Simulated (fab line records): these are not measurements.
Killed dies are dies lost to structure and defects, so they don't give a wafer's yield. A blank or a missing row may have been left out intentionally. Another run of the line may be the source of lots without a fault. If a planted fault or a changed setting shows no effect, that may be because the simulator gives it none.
A lot that was struck, set against a sound lot ; flow n5Finfet ; 38 steps out of a route of 1938
Sound: these wafers, L129.1, L129.2, L129.5. Wafers struck: L117.1, L117.5, L117.6. The cause comes at the end.
Per side, at each step with rows, come the tool, then ch with its chambers, and then its first start. Under that, the readings that differ: sound wafers ; struck wafers ; difference of the means ; sigmas: that difference in standard deviations of wafers without a fault.
alike: readings whose means differ by less than 2 such deviations, and words and numbers that are the same on both sides. not compared: withheld readings, readings that some wafer has no value for, bounds like >300 that may hide the same value, and numbers for which the record gives no deviation and whose values overlap.
The two part at a step that has a row with sigmas, a row that says differs or no value, or rows on one side only. Non-overlapping numbers with no deviation appear without sigmas and do not part them. A reading that every wafer of one side lacks parts them only if that side has two wafers or more.

first, 9 steps without rows for these wafers: N5_BEOL_M4_ANNEAL_95 (time 240 s); N5_BEOL_M4_SPUTTER_96 (material Cu, target thk 4.5 nm, time 8.29 s); N5_BEOL_M4_ECD_50 (material Cu, target thk 300 nm); N5_BEOL_M4_ANNEAL_51 (time 90 s); N5_BEOL_M4_CMP_52 (polishes, stops on SiOC, t overpolish 6.8 s, target thk 40 nm); N5_BEOL_M4_PRE_CLEAN_60 (time 15 s); N5_BEOL_M4_CO_CAP_55 (material Co, precursor CCTBA/H2, target thk 2 nm, time 102.1 s); N5_BEOL_M4_PRE_CLEAN_56 (time 15 s); N5_BEOL_M4_DEP_57 (deposits SiCN from 3MS/NH3, target thk 8 nm, time 14 s).
N5_BEOL_M4_RC_MEAS_101:
  sound on prober-02 ch 0, day 14 01:35; struck on prober-02 ch 0, day 11 04:26
reading;sound;struck;difference;sigmas
VT_N (mV);253 255 255;241 248 247;-9;-3
  alike: DIBL_N, DIBL_P, IOFF_N, IOFF_P, ION_N, ION_P, SS_N, SS_P, VT_P
then, 24 steps without rows for these wafers: N5_BEOL_M5_ILD_DEP_00 (deposits SiCOH lowk from DEMS/porogen, target thk 140.64 nm, time 25.9 s); N5_BEOL_M5_CURE_79 (cures SiCOH lowk, time 240 s); N5_BEOL_M5_PECVD_70 (deposits SiO2 from TEOS/O2, target thk 16 nm, time 18 s); N5_BEOL_M5_HM_DEP_02 (deposits TiN, target thk 20 nm); N5_BEOL_M5_COAT_59 (time 60 s, resist thk 60 nm); N5_BEOL_M5_COAT_60 (time 60 s, resist thk 12 nm); N5_BEOL_M5_COAT_71 (time 60 s, resist thk 5 nm); N5_BEOL_M5_COAT_05 (resist thk 30 nm); N5_BEOL_M5_EBR_07; N5_BEOL_M5_SOFTBAKE_06 (time 60 s); N5_BEOL_M5_EXPOSE_08 (exposes mask M5, target cd 28 nm); N5_BEOL_M5_PEB_09 (peb time 60 s); N5_BEOL_M5_DEVELOP_10 (develop time 30 s); N5_BEOL_M5_DESCUM_16 (chemistry O2, time 7 s); N5_BEOL_M5_ETCH_72 (etches underlayer in N2/H2, target depth 6.5 nm, time 5.2 s); N5_BEOL_M5_ETCH_61 (etches SiARC in CF4, target depth 15.6 nm, time 26 s); N5_BEOL_M5_ETCH_62 (etches SOC in N2/H2, target depth 75 nm, overetch 15 nm, time 112.5 s); N5_BEOL_M5_STRIP_63 (strips in N2/H2); N5_BEOL_M5_STRIP_73 (strips in N2/H2); N5_BEOL_M5_STRIP_64 (strips in CF4); N5_BEOL_M5_HM_OPEN_17 (chemistry Cl2/BCl3, target TiN, target depth 20 nm, overetch 6 nm); N5_BEOL_M5_STRIP_19 (strips in O2); N5_BEOL_M5_COAT_65 (time 60 s, resist thk 60 nm); N5_BEOL_M5_COAT_66 (time 60 s, resist thk 12 nm).
-- the record jumps here: 2 days lie between the struck wafers' starts before and after (it left off in module BEOL_M5 and takes up again in module BEOL_M10, whose first step shown is number 1512 of the route) --
N5_BEOL_M10_TRENCH_ETCH_37: etches SiCOH lowk in C4F6/O2, target depth 148.83 nm, time 48 s.
  sound on rieDiel-06 ch 0,3, day 16 08:13; struck on rieDiel-05 ch 0,1, day 13 11:37
  no value came back on the struck wafers for any of 7 readings (C4F6_flow_sccm (sccm), O2_flow_sccm (sccm) and others); on the sound wafers C4F6_flow_sccm (sccm) reads 9.97 9.95 9.98
reading;sound;struck;difference;sigmas
model.TiN_of_BEOL_M10_HM_DEP_02.thkNm (nm);15.8 16 15.8;20.2 20 20.2;+4.3;
  not compared: rfHoursCounterH
N5_BEOL_M10_OCD_MEAS_38:
  sound on ocd-01, day 16 08:24; struck on ocd-01, day 13 11:48
reading;sound;struck;difference;sigmas
trenchDepthNm (nm);147.5 151.8 145.2;0.1 0.0 0;-148.1;-55
N5_BEOL_M10_CMP_52: polishes, stops on SiCOH lowk, t overpolish 7 s, target thk 140 nm.
  sound on cmp-02 ch 1,2,3, day 16 10:33; struck on cmp-01 ch 2,3, day 13 13:41
reading;sound;struck;difference;sigmas
model.Cu_of_BEOL_M10_ECD_50.thkNm (nm);138.8 141.4 138.2;0.8 0 1;-138.9;
  alike: motorCurrentA, slurryFlowMlMin
-- a jump in the record: the struck wafers' starts before and after are 2 days apart (it breaks off in module BEOL_M10 and resumes in module PASSIVATION, where the first step shown is number 1936 of the route) --
N5_PASSIVATION_PROBE_49:
  sound on prober-01, day 18 06:08; struck on prober-02, day 15 14:56
reading;sound;struck;difference;sigmas
defectLimitedYield (%);90.2 92.1 91.1;0 0 0;-91;-76
killed_at_M4_up;30 19 18;1070 1098 1072;+1058;+99 or more
killedAtContacts;11 6 8;31 22 25;+18;+3
killedAtOther;8 8 11;6 0 2;-6;-2
killedDies;116 93 105;1180 1180 1180;+1075;+72
killedOnRim;16 10 18;152 152 152;+137;+38
sort_bin_5_function (%);5.7 5.3 5.7;95.4 96.5 96.1;+90.4;+99 or more
sortNPass;1064 1087 1075;0 0 0;-1075;-72
sortYieldPct (%);90.2 92.1 91.1;0 0 0;-91;-76
  alike: killed_at_M0_to_M3, killedAtFrontEnd, killedOpen, killedShort, sort_bin_6_memory

## WHERE THEY PART
First at N5_BEOL_M4_RC_MEAS_101; last, within this record, at N5_PASSIVATION_PROBE_49.

WHY: what had been put in by the simulator
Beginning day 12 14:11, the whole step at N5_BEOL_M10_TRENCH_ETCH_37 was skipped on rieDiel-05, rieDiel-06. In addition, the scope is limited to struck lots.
